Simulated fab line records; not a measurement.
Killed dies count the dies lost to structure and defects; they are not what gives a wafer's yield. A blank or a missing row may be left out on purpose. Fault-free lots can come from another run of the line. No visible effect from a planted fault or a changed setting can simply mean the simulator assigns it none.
What tool caused it? / flow nand_harc / 42 wafers from 14 lots sampled at 5 of the route's 1302 steps

== WHAT EACH GAUGE READ, for each wafer ==
NHARC_A_SOURCE_PLATE_THK_MEAS_06: measures by ellipsometry. Usual: 200.3 nm for thk_nm, sd 2.2.
lot=L810; measured=day 7 16:21; on=film_metro-01; thk_nm (nm)=202.7 203.8 203.8; flag=
lot=L812; measured=day 8 06:53; on=film_metro-02; thk_nm (nm)=201.8 202.9 203.7; flag=
lot=L811; measured=day 8 06:53; on=film_metro-01; thk_nm (nm)=198.0 199.3 200.0; flag=
lot=L813; measured=day 8 22:25; on=film_metro-02; thk_nm (nm)=199.5 198.9 201.7; flag=
lot=L816; measured=day 10 07:28; on=film_metro-02; thk_nm (nm)=198.0 198.5 200.0; flag=
lot=L819; measured=day 11 14:48; on=film_metro-02; thk_nm (nm)=201.8 202.6 204.7; flag=
lot=L820; measured=day 12 07:14; on=film_metro-02; thk_nm (nm)=197.5 199.6 200.3; flag=
lot=L822; measured=day 12 14:47; on=film_metro-01; thk_nm (nm)=198.1 200.1 197.0; flag=
lot=L821; measured=day 12 14:47; on=film_metro-02; thk_nm (nm)=197.4 202.7 202.7; flag=
lot=L823; measured=day 13 01:26; on=film_metro-01; thk_nm (nm)=197.4 201.0 197.7; flag=
lot=L824; measured=day 13 21:02; on=film_metro-02; thk_nm (nm)=200.0 198.3 200.0; flag=
lot=L825; measured=day 14 07:22; on=film_metro-01; thk_nm (nm)=198.0 198.2 200.4; flag=
lot=L827; measured=day 15 01:59; on=film_metro-01; thk_nm (nm)=200.8 199.2 199.6; flag=
lot=L830; measured=day 15 21:53; on=film_metro-01; thk_nm (nm)=198.4 199.5 198.1; flag=

NHARC_A_ONON_D1_THK_MEAS_02: measures by ellipsometry. Usual: 999 nm for thk_nm, sd 10.
lot=L810; measured=day 7 17:01; on=film_metro-02; thk_nm (nm)=1001 999 1000; flag=
lot=L812; measured=day 8 07:32; on=film_metro-02; thk_nm (nm)=997 999 998; flag=
lot=L811; measured=day 8 07:41; on=film_metro-02; thk_nm (nm)=995 993 995; flag=
lot=L813; measured=day 8 23:05; on=film_metro-01; thk_nm (nm)=1007 1007 1007; flag=
lot=L816; measured=day 10 08:10; on=film_metro-02; thk_nm (nm)=1010 1010 1007; flag=
lot=L819; measured=day 11 15:29; on=film_metro-02; thk_nm (nm)=1002 999 1001; flag=
lot=L820; measured=day 12 07:55; on=film_metro-01; thk_nm (nm)=987 989 989; flag=
lot=L822; measured=day 12 15:26; on=film_metro-01; thk_nm (nm)=1000 997 999; flag=
lot=L821; measured=day 12 15:26; on=film_metro-02; thk_nm (nm)=1014 1016 1015; flag=
lot=L823; measured=day 13 02:05; on=film_metro-02; thk_nm (nm)=1009 1005 1007; flag=
lot=L824; measured=day 13 21:40; on=film_metro-01; thk_nm (nm)=1004 1004 1001; flag=
lot=L825; measured=day 14 08:02; on=film_metro-01; thk_nm (nm)=986 986 987; flag=
lot=L827; measured=day 15 02:40; on=film_metro-01; thk_nm (nm)=986 987 987; flag=
lot=L830; measured=day 15 22:34; on=film_metro-02; thk_nm (nm)=1000 999 999; flag=

NHARC_A_ONON_D1_THK_MEAS_05: measures by ellipsometry. Usual: 1000 nm for thk_nm, sd 7.5.
lot=L810; measured=day 7 17:36; on=film_metro-02; thk_nm (nm)=1021 1022 1022; flag=
lot=L812; measured=day 8 08:14; on=film_metro-02; thk_nm (nm)=996 996 995; flag=
lot=L811; measured=day 8 08:23; on=film_metro-01; thk_nm (nm)=992 994 993; flag=
lot=L813; measured=day 8 23:39; on=film_metro-01; thk_nm (nm)=1000 1000 1002; flag=
lot=L816; measured=day 10 08:44; on=film_metro-02; thk_nm (nm)=998 997 998; flag=
lot=L819; measured=day 11 16:03; on=film_metro-02; thk_nm (nm)=990 991 991; flag=
lot=L820; measured=day 12 08:29; on=film_metro-02; thk_nm (nm)=995 993 992; flag=
lot=L822; measured=day 12 15:59; on=film_metro-01; thk_nm (nm)=998 997 999; flag=
lot=L821; measured=day 12 16:00; on=film_metro-02; thk_nm (nm)=998 996 996; flag=
lot=L823; measured=day 13 02:39; on=film_metro-01; thk_nm (nm)=1009 1010 1011; flag=
lot=L824; measured=day 13 22:15; on=film_metro-02; thk_nm (nm)=995 995 996; flag=
lot=L825; measured=day 14 08:36; on=film_metro-02; thk_nm (nm)=1003 1003 1003; flag=
lot=L827; measured=day 15 03:14; on=film_metro-01; thk_nm (nm)=1491 1493 1491; flag=OFF
lot=L830; measured=day 15 23:08; on=film_metro-01; thk_nm (nm)=1503 1501 1501; flag=OFF

NHARC_END_SORT_01. Usual: killed_at_array 55, standard deviation 19; killed_at_other 0.8, standard deviation 1.1; killed_at_periphery 4.0, standard deviation 2.6; killed_dies 60, standard deviation 20; killed_open 3.4, standard deviation 1.7; killed_short 2.6, standard deviation 1.5.
lot=L819; measured=day 28 10:59; on=prober-02; killed_at_array=74 93 76; killed_at_other=2 3 2; killed_at_periphery=2 3 6; killed_dies=78 99 84; killed_open=1 1 4; killed_short=1 3 6; flag=
lot=L827; measured=day 31 21:11; on=prober-02; killed_at_array=666 667 670; killed_at_other=0 1 0; killed_at_periphery=11 9 7; killed_dies=677 677 677; killed_open=2 2 2; killed_short=3 4 3; flag=OFF
lot=L830; measured=day 32 18:13; on=prober-01; killed_at_array=675 672 674; killed_at_other=0 0 0; killed_at_periphery=2 5 3; killed_dies=677 677 677; killed_open=1 3 6; killed_short=0 2 4; flag=OFF

== WHICH TOOL RAN EACH LOT (tool, then ch and the chambers of the sampled wafers, then the start) ==
lot=L810; NHARC_A_ONON_D1_DEP_03=pecvd_onon-01 ch 0, day 7 17:04
lot=L812; NHARC_A_ONON_D1_DEP_03=pecvd_onon-02 ch 0, day 8 07:43
lot=L811; NHARC_A_ONON_D1_DEP_03=pecvd_onon-01 ch 0, day 8 07:56
lot=L813; NHARC_A_ONON_D1_DEP_03=pecvd_onon-01 ch 0, day 8 23:16
lot=L816; NHARC_A_ONON_D1_DEP_03=pecvd_onon-01 ch 0, day 10 08:16
lot=L819; NHARC_A_ONON_D1_DEP_03=pecvd_onon-01 ch 0, day 11 15:35
lot=L820; NHARC_A_ONON_D1_DEP_03=pecvd_onon-03 ch 0, day 12 08:05
lot=L822; NHARC_A_ONON_D1_DEP_03=pecvd_onon-02 ch 0, day 12 15:33
lot=L821; NHARC_A_ONON_D1_DEP_03=pecvd_onon-03 ch 0, day 12 15:36
lot=L823; NHARC_A_ONON_D1_DEP_03=pecvd_onon-03 ch 0, day 13 02:15
lot=L824; NHARC_A_ONON_D1_DEP_03=pecvd_onon-03 ch 0, day 13 21:44
lot=L825; NHARC_A_ONON_D1_DEP_03=pecvd_onon-03 ch 0, day 14 08:05
lot=L827; NHARC_A_ONON_D1_DEP_03=pecvd_onon-03 ch 0, day 15 02:50
lot=L830; NHARC_A_ONON_D1_DEP_03=pecvd_onon-03 ch 0, day 15 22:38
- NHARC_A_ONON_D1_DEP_03: target thk 1000 nm.

== AS READ BY THE TOOLS THEMSELVES (means over the sampled wafers that have a number; for cases with no such wafer, the mark the record gives instead) ==
NHARC_A_ONON_D1_DEP_03. Usual: 2001 sccm for n2o_flow_sccm, sd 6.2.
lot=L810; tool=pecvd_onon-01; n2o_flow_sccm (sccm)=2006; flag=
lot=L812; tool=pecvd_onon-02; n2o_flow_sccm (sccm)=1999; flag=
lot=L811; tool=pecvd_onon-01; n2o_flow_sccm (sccm)=1992; flag=
lot=L813; tool=pecvd_onon-01; n2o_flow_sccm (sccm)=1998; flag=
lot=L816; tool=pecvd_onon-01; n2o_flow_sccm (sccm)=2002; flag=
lot=L819; tool=pecvd_onon-01; n2o_flow_sccm (sccm)=2003; flag=
lot=L820; tool=pecvd_onon-03; n2o_flow_sccm (sccm)=2011; flag=
lot=L822; tool=pecvd_onon-02; n2o_flow_sccm (sccm)=1997; flag=
lot=L821; tool=pecvd_onon-03; n2o_flow_sccm (sccm)=1999; flag=
lot=L823; tool=pecvd_onon-03; n2o_flow_sccm (sccm)=1998; flag=
lot=L824; tool=pecvd_onon-03; n2o_flow_sccm (sccm)=2002; flag=
lot=L825; tool=pecvd_onon-03; n2o_flow_sccm (sccm)=2005; flag=
lot=L827; tool=pecvd_onon-03; n2o_flow_sccm (sccm)=2000; flag=
lot=L830; tool=pecvd_onon-03; n2o_flow_sccm (sccm)=1998; flag=

== THE ANSWER, worked out from the rows above alone ==
Rule: take the mean of a lot's wafers that have a number; if it is more than 3 standard deviations from the usual mean, the lot is off. A lot without any number at a reading at which 4 lots or more have one is off too. Where the step has rows for the other lots, those lots are counted as sound. Order of review: gauges by route order, followed by the tools' own readings, for which a lot's mean as printed above is used. The first step at which some lot is off is used, and at that step the reading that is off furthest; a lot without a number counts as furthest.
Off at NHARC_A_ONON_D1_THK_MEAS_05 (thk_nm): L827, L830.
If a tool, at a process step before that reading, ran all the lots that are off and no sound lot after the first of them, it fits. The gauges at NHARC_A_ONON_D1_THK_MEAS_05 aren't tried: what is off there is off at NHARC_END_SORT_01 too, on other tools, and a gauge's error can't cause that. One fits: NHARC_A_ONON_D1_DEP_03 on pecvd_onon-03. A fault onset in the window from L825 (day 14 08:05, its last sound lot) to L827 (day 15 02:50, its first lot off) fits.

== WHAT THE SIMULATOR PUT IN ==
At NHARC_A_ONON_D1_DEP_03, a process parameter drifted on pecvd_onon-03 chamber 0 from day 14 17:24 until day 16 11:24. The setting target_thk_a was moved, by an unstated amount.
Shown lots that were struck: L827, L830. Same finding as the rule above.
